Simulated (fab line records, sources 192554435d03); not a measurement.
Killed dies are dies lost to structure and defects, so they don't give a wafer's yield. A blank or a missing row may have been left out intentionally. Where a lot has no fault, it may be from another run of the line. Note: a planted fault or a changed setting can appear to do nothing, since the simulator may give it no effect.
fab line records | flow n5Finfet | part 2 of 2: steps 5 to 6 of 6
[record] lots = 19 | wafers = 57 | lastDay = 19
route steps=1938 shown MOL_CONTACT_COAG@577
lots that met no fault: from a run of the same line without faults
startH: hours from the record's opening day to when the first of the lot's shown wafers began | waitH: time in hours since the lot's previous step | " same as the row above | L1.1+2: several wafers, shown together as one row | - no value present, or no start provided | * or withheld: withheld | < > ~ a bound
route shown NAME@n: a module of which the file shows steps, and the number in the route of the first | usual: the fault-free wafers' mean and standard deviation | same: alike in all rows | chamber/n: place in a boat | sites: each site's reading | _std_site: standard deviation of those values | _edge_site: the outer-site mean with the inner-site mean subtracted | radiusMm: how far each site lies from the wafer's centre | mask NAME#n: copy n | behind: the last tool/chamber to shape the wafer | hold: cause of the lot's hold/its duration in hours/its outcome | device: which transistor (n, p or np) failed to switch | end of line: tests run on the same wafers once the route is complete | a step with no rows: only its recipe | killed: count of dies lost to structure and defects at first sort (not the wafer's yield) | map: a wafer's dies, marking killed ones x, the rest . and places with no die _
set.NAME: the setting as run; set.NAME@STEP: as run at that earlier step | model.NAME: the simulator's own value behind a step, which no gauge read
a sample of lots followed through the steps of the route, with each step as a table and each wafer as a row
services: the hour from which a tool's chamber was out of use, counted from the record's first day as startH (under 0 if before that day), plus the number of hours and why
[[steps]]
[step N5_MOL_CONTACT_COAG_ETCH_65]
[recipe] chemistry = N2/H2 | target = underlayer | targetDepthA = 130 | maskMaterial = CAR-EUV | timeS = 10.4 | ionEnergyEv = 200 | pressureMtorr = 30 | sourceW = 840 | biasW = 150 | n2FlowSccm = 200 | h2FlowSccm = 200 | ends = cleared
[usual] biasW = 150.1/0.48 | drypumpMotorCurrentA = 6.0/0.41 | etchRfOnTimeS = 10.3/0.34 | oesProductAu = 0.69/0.073 | rfFwdPowerW = 819.0/2.5 | rfVppV = 524/3.1 | showerheadPlenumPTorr = 2.56/0.11 | throttleValvePct = 17.85/0.22
lot.wafer | tool       | chamber | startH | waitH | biasW | drypumpMotorCurrentA | etchRfOnTimeS | oesProductAu | rfFwdPowerW | rfHoursCounterH | rfVppV | showerheadPlenumPTorr | throttleValvePct
L075.2    | rieDiel-03 | 1       | 110.96 | 0.0   | 150.2 | 5.9                  | 10.5          | 0.76         | 821.6       | 27              | 525    | 2.58                  | 17.83
L075.4    | "          | 3       | "      | "     | 149.4 | 5.4                  | 10.2          | 0.78         | 821.8       | -               | 528    | 2.72                  | 17.56
L075.5    | "          | 1       | "      | "     | 150.6 | 5.8                  | 10.5          | 0.75         | 821.9       | -               | 525    | 2.58                  | 17.82
L076.3    | rieDiel-04 | 1       | 112.02 | 0.0   | 150.7 | 6.3                  | 10.1          | 0.79         | 817.4       | 32              | 526    | 2.59                  | 17.74
L076.4    | "          | 1       | "      | "     | 149.3 | 6.3                  | 10.1          | 0.78         | 818.1       | -               | 526    | 2.59                  | 17.75
L076.6    | "          | 3       | "      | "     | 150.1 | 5.3                  | 10.0          | 0.78         | 816.1       | -               | 521    | 2.48                  | 17.41
L077.2    | rieDiel-02 | 3       | 122.73 | 0.0   | 149.6 | 6.4                  | 10.5          | 0.78         | 818.1       | 19              | 524    | 2.61                  | 17.91
L077.4    | "          | 2       | "      | "     | 150.3 | 6.0                  | 9.7           | 0.71         | 820.7       | 101             | 528    | 2.67                  | 17.63
L077.5    | "          | 2       | "      | "     | 149.8 | 6.0                  | 9.7           | 0.72         | 816.8       | -               | 527    | 2.67                  | 17.65
L078.1    | rieDiel-02 | 1       | 123.68 | 0.0   | 150.0 | 6.2                  | 10.4          | 0.58         | 817.8       | 246             | 519    | 2.41                  | 18.05
L078.3    | "          | 2       | "      | "     | 150.2 | 6.0                  | 9.7           | 0.72         | 817.8       | 102             | 528    | 2.67                  | 17.62
L078.5    | "          | 3       | "      | "     | 150.6 | 6.3                  | 10.5          | 0.79         | 819.6       | -               | 526    | 2.61                  | 17.91
L079.1    | rieDiel-03 | 2       | 132.78 | 0.0   | 149.5 | 5.1                  | 10.9          | 0.61         | 820.8       | 176             | 524    | 2.55                  | 18.04
L079.2    | "          | 1       | "      | "     | 150.3 | 5.9                  | 10.7          | 0.74         | 819.6       | 34              | 524    | 2.58                  | 17.85
L079.6    | "          | 0       | "      | "     | 150.6 | 5.7                  | 10.4          | 0.61         | 822.0       | -               | 521    | 2.39                  | 18.00
L080.2    | rieDiel-04 | 1       | 137.82 | 0.0   | 150.2 | 6.3                  | 10.1          | 0.77         | 821.9       | 40              | 526    | 2.59                  | 17.76
L080.3    | "          | 2       | "      | "     | 150.7 | 6.3                  | 10.4          | 0.62         | 822.7       | 203             | 520    | 2.41                  | 18.24
L080.4    | "          | 3       | "      | "     | 150.4 | 5.3                  | 9.8           | 0.77         | 819.4       | 31              | 521    | 2.48                  | 17.41
L082.2    | rieDiel-04 | 1       | 144.72 | 0.0   | 150.2 | 6.3                  | 10.3          | 0.77         | 817.3       | 42              | 526    | 2.59                  | 17.76
L082.3    | "          | 3       | "      | "     | 150.6 | 5.3                  | 10.0          | 0.77         | 818.8       | 33              | 522    | 2.48                  | 17.43
L082.4    | "          | 2       | "      | "     | 150.2 | 6.3                  | 10.5          | 0.61         | 824.6       | 204             | 520    | 2.41                  | 18.22
L081.2    | rieDiel-02 | 2       | 150.53 | 0.0   | 150.1 | 6.0                  | 9.6           | 0.71         | 819.7       | 113             | 529    | 2.66                  | 17.67
L081.3    | "          | 3       | "      | "     | 149.6 | 6.3                  | 10.5          | 0.77         | 821.6       | 32              | 525    | 2.61                  | 17.93
L081.5    | "          | 0       | "      | "     | 150.3 | 6.4                  | 10.5          | 0.63         | 821.8       | -               | 521    | 2.44                  | 18.07
L083.1    | rieDiel-03 | 1       | 154.53 | 0.0   | 149.7 | 5.9                  | 10.6          | 0.73         | 822.8       | 42              | 525    | 2.57                  | 17.87
L083.2    | "          | 3       | "      | "     | 150.1 | 5.5                  | 10.5          | 0.75         | 822.2       | 32              | 529    | 2.71                  | 17.58
L083.4    | "          | 2       | "      | "     | 149.7 | 5.1                  | 10.9          | 0.61         | 813.9       | 184             | 523    | 2.55                  | 18.04
L085.2    | rieDiel-03 | 0       | 170.15 | 0.0   | 150.2 | 5.7                  | 10.3          | 0.60         | 816.9       | 232             | 520    | 2.39                  | 18.01
L085.4    | "          | 1       | "      | "     | 149.6 | 5.9                  | 10.7          | 0.72         | 818.6       | 50              | 525    | 2.57                  | 17.87
L085.6    | "          | 0       | "      | "     | 149.6 | 5.7                  | 10.3          | 0.60         | 820.4       | -               | 521    | 2.39                  | 18.02
L087.1    | rieDiel-03 | 2       | 186.44 | 0.0   | 149.2 | 5.1                  | 10.8          | 0.60         | 820.1       | 202             | 524    | 2.54                  | 18.07
L087.2    | "          | 0       | "      | "     | 150.1 | 5.7                  | 10.4          | 0.59         | 818.2       | 240             | 521    | 2.38                  | 18.03
L087.3    | "          | 3       | "      | "     | 149.7 | 5.4                  | 10.5          | 0.72         | 820.6       | 48              | 527    | 2.70                  | 17.61
L086.3    | rieDiel-02 | 0       | 187.51 | 0.0   | 150.4 | 6.4                  | 10.6          | 0.61         | 820.2       | 187             | 519    | 2.43                  | 18.10
L086.4    | "          | 1       | "      | "     | 149.7 | 6.2                  | 10.4          | 0.79         | 820.3       | -               | 529    | 2.72                  | 17.64
L086.5    | "          | 0       | "      | "     | 150.1 | 6.4                  | 10.6          | 0.62         | 824.2       | -               | 524    | 2.43                  | 18.11
L089.3    | rieDiel-02 | 2       | 194.80 | 0.0   | 149.6 | 6.0                  | 9.7           | 0.69         | 825.0       | 141             | 527    | 2.65                  | 17.70
L089.5    | "          | 1       | "      | "     | 150.6 | 6.2                  | 10.3          | 0.77         | 817.5       | -               | 527    | 2.72                  | 17.64
L089.6    | "          | 0       | "      | "     | 149.4 | 6.4                  | 10.4          | 0.61         | 820.3       | -               | 521    | 2.43                  | 18.09
L090.1    | rieDiel-02 | 2       | 198.96 | 0.0   | 150.0 | 6.0                  | 9.6           | 0.68         | 817.6       | 143             | 526    | 2.65                  | 17.71
L090.3    | "          | 0       | "      | "     | 149.9 | 6.4                  | 10.4          | 0.62         | 819.2       | 194             | 521    | 2.43                  | 18.12
L090.6    | "          | 1       | "      | "     | 150.5 | 6.2                  | 10.4          | 0.77         | 822.3       | -               | 527    | 2.72                  | 17.63
L091.1    | rieDiel-04 | 1       | 208.35 | 0.0   | 150.3 | 6.3                  | 10.1          | 0.75         | 817.6       | 50              | 526    | 2.58                  | 17.75
L091.2    | "          | 0       | "      | "     | 150.3 | 6.3                  | 10.1          | 0.80         | 815.4       | 21              | 522    | 2.48                  | 17.45
L091.3    | "          | 2       | "      | "     | 150.5 | 6.3                  | 10.3          | 0.61         | 820.7       | 212             | 521    | 2.41                  | 18.23
L093.2    | rieDiel-02 | 2       | 216.98 | 0.0   | 150.0 | 6.0                  | 9.6           | 0.68         | 820.2       | 150             | 525    | 2.65                  | 17.71
L093.3    | "          | 1       | "      | "     | 150.7 | 6.2                  | 10.3          | 0.75         | 821.9       | 25              | 529    | 2.72                  | 17.66
L093.6    | "          | 3       | "      | "     | 150.0 | 6.4                  | 10.4          | 0.74         | 817.6       | -               | 526    | 2.60                  | 17.95
L095.2    | rieDiel-02 | 2       | 226.04 | 0.0   | 149.6 | 6.0                  | 9.7           | 0.68         | 819.0       | 150             | 527    | 2.65                  | 17.74
L095.5    | "          | 2       | "      | "     | 149.3 | 6.0                  | 9.7           | 0.68         | 817.7       | -               | 527    | 2.65                  | 17.73
L095.6    | "          | 1       | "      | "     | 150.4 | 6.2                  | 10.4          | 0.75         | 820.4       | -               | 527    | 2.72                  | 17.67
L096.1    | rieDiel-02 | 2       | 230.52 | 0.0   | 149.3 | 6.0                  | 9.6           | 0.68         | 820.8       | 153             | 527    | 2.64                  | 17.73
L096.4    | "          | 0       | "      | "     | 150.2 | 6.4                  | 10.5          | 0.60         | 813.9       | 208             | 521    | 2.42                  | 18.12
L096.5    | "          | 3       | "      | "     | 150.2 | 6.3                  | 10.4          | 0.73         | 819.4       | -               | 527    | 2.60                  | 17.97
L097.1    | rieDiel-03 | 2       | 248.43 | 0.0   | 150.1 | 5.1                  | 11.0          | 0.57         | 823.5       | 229             | 522    | 2.53                  | 18.13
L097.3    | "          | 1       | "      | "     | 150.3 | 5.9                  | 10.8          | 0.68         | 818.0       | 86              | 525    | 2.55                  | 17.94
L097.6    | "          | 1       | "      | "     | 150.3 | 5.9                  | 10.8          | 0.68         | 819.8       | -               | 526    | 2.55                  | 17.94
[step N5_MOL_CONTACT_COAG_INSPECT_97]
[recipe] inspectInstrument = darkfield | mode = postAnneal
[usual] rawDefectCount = 40/15
lot.wafer | tool             | chamber | startH | waitH | rawDefectCount
L075.2    | defectInspect-01 | -       | 115.58 | 0.1   | 61
L075.4    | "                | -       | "      | "     | 47
L075.5    | "                | -       | "      | "     | 43
L076.3    | defectInspect-02 | -       | 118.59 | 0.1   | 50
L076.4    | "                | -       | "      | "     | 46
L076.6    | "                | -       | "      | "     | 46
L077.2    | defectInspect-02 | -       | 127.37 | 0.0   | 37
L077.4    | "                | -       | "      | "     | 35
L077.5    | "                | -       | "      | "     | 23
L078.1    | defectInspect-02 | -       | 130.35 | 0.0   | 41
L078.3    | "                | -       | "      | "     | 48
L078.5    | "                | -       | "      | "     | 33
L079.1    | defectInspect-01 | -       | 137.39 | 0.0   | 30
L079.2    | "                | -       | "      | "     | 19
L079.6    | "                | -       | "      | "     | 29
L080.2    | defectInspect-01 | -       | 142.42 | 0.0   | 27
L080.3    | "                | -       | "      | "     | 29
L080.4    | "                | -       | "      | "     | 48
L082.2    | defectInspect-02 | -       | 149.99 | 0.0   | 76
L082.3    | "                | -       | "      | "     | 53
L082.4    | "                | -       | "      | "     | 44
L081.2    | defectInspect-01 | -       | 155.70 | 0.0   | 48
L081.3    | "                | -       | "      | "     | 40
L081.5    | "                | -       | "      | "     | 55
L083.1    | defectInspect-02 | -       | 159.47 | 0.0   | 35
L083.2    | "                | -       | "      | "     | 25
L083.4    | "                | -       | "      | "     | 27
L085.2    | defectInspect-02 | -       | 233.04 | 0.0   | 21
L085.4    | "                | -       | "      | "     | 22
L085.6    | "                | -       | "      | "     | 30
L095.2    | defectInspect-02 | -       | 233.34 | 0.3   | 43
L095.5    | "                | -       | "      | "     | 24
L095.6    | "                | -       | "      | "     | 63
L090.1    | defectInspect-01 | -       | 233.62 | 0.6   | 38
L090.3    | "                | -       | "      | "     | 73
L090.6    | "                | -       | "      | "     | 51
L089.3    | defectInspect-02 | -       | 233.66 | 0.7   | 62
L089.5    | "                | -       | "      | "     | 61
L089.6    | "                | -       | "      | "     | 46
L091.1    | defectInspect-02 | -       | 233.92 | 0.9   | 32
L091.2    | "                | -       | "      | "     | 25
L091.3    | "                | -       | "      | "     | 31
L087.1    | defectInspect-01 | -       | 234.22 | 1.2   | 66
L087.2    | "                | -       | "      | "     | 64
L087.3    | "                | -       | "      | "     | 32
L093.2    | defectInspect-02 | -       | 234.24 | 1.2   | 38
L093.3    | "                | -       | "      | "     | 45
L093.6    | "                | -       | "      | "     | 18
L086.3    | defectInspect-02 | -       | 234.56 | 1.6   | 37
L086.4    | "                | -       | "      | "     | 22
L086.5    | "                | -       | "      | "     | 48
L096.1    | defectInspect-02 | -       | 236.03 | 0.0   | 42
L096.4    | "                | -       | "      | "     | 51
L096.5    | "                | -       | "      | "     | 51
L097.1    | defectInspect-02 | -       | 253.06 | 0.0   | 24
L097.3    | "                | -       | "      | "     | 16
L097.6    | "                | -       | "      | "     | 20
[[services]]
tool           | chamber | startH | hours | kind
rieDiel-04     | 1       | 98.25  | 7.9   | repair
rieDiel-04     | -       | 101.94 | 0.2   | repair
rieDiel-03     | 2       | 103.38 | 6.4   | repair
rieDiel-03     | 0       | 107.48 | 11.9  | repair
rieDiel-04     | 0       | 111.02 | 1.2   | repair
plasmaAsher-01 | -       | 121.47 | 0.7   | repair
plasmaAsher-01 | -       | 129.22 | 2.8   | pm
rieDiel-02     | 1       | 132.22 | -     | clean
rieDiel-02     | 1       | 132.22 | -     | consumableReplace:focusRing
rieDiel-02     | 1       | 132.22 | -     | consumableReplace:showerhead
rieDiel-02     | 1       | 132.22 | 12.2  | scheduledDown
rieDiel-02     | 1       | 132.22 | 12.2  | ventCycle
rieDiel-02     | 1       | 162.01 | 21.4  | repair
rieDiel-02     | 3       | 179.16 | 26.0  | repair
rieDiel-04     | -       | 181.13 | 14.6  | pm
rieDiel-03     | 0       | 229.05 | -     | clean
rieDiel-03     | 0       | 229.05 | -     | consumableReplace:focusRing
rieDiel-03     | 0       | 229.05 | -     | consumableReplace:showerhead
rieDiel-03     | 0       | 229.05 | 21.1  | scheduledDown
rieDiel-03     | 0       | 229.05 | 21.1  | ventCycle
rieDiel-03     | -       | 246.82 | 1.1   | repair
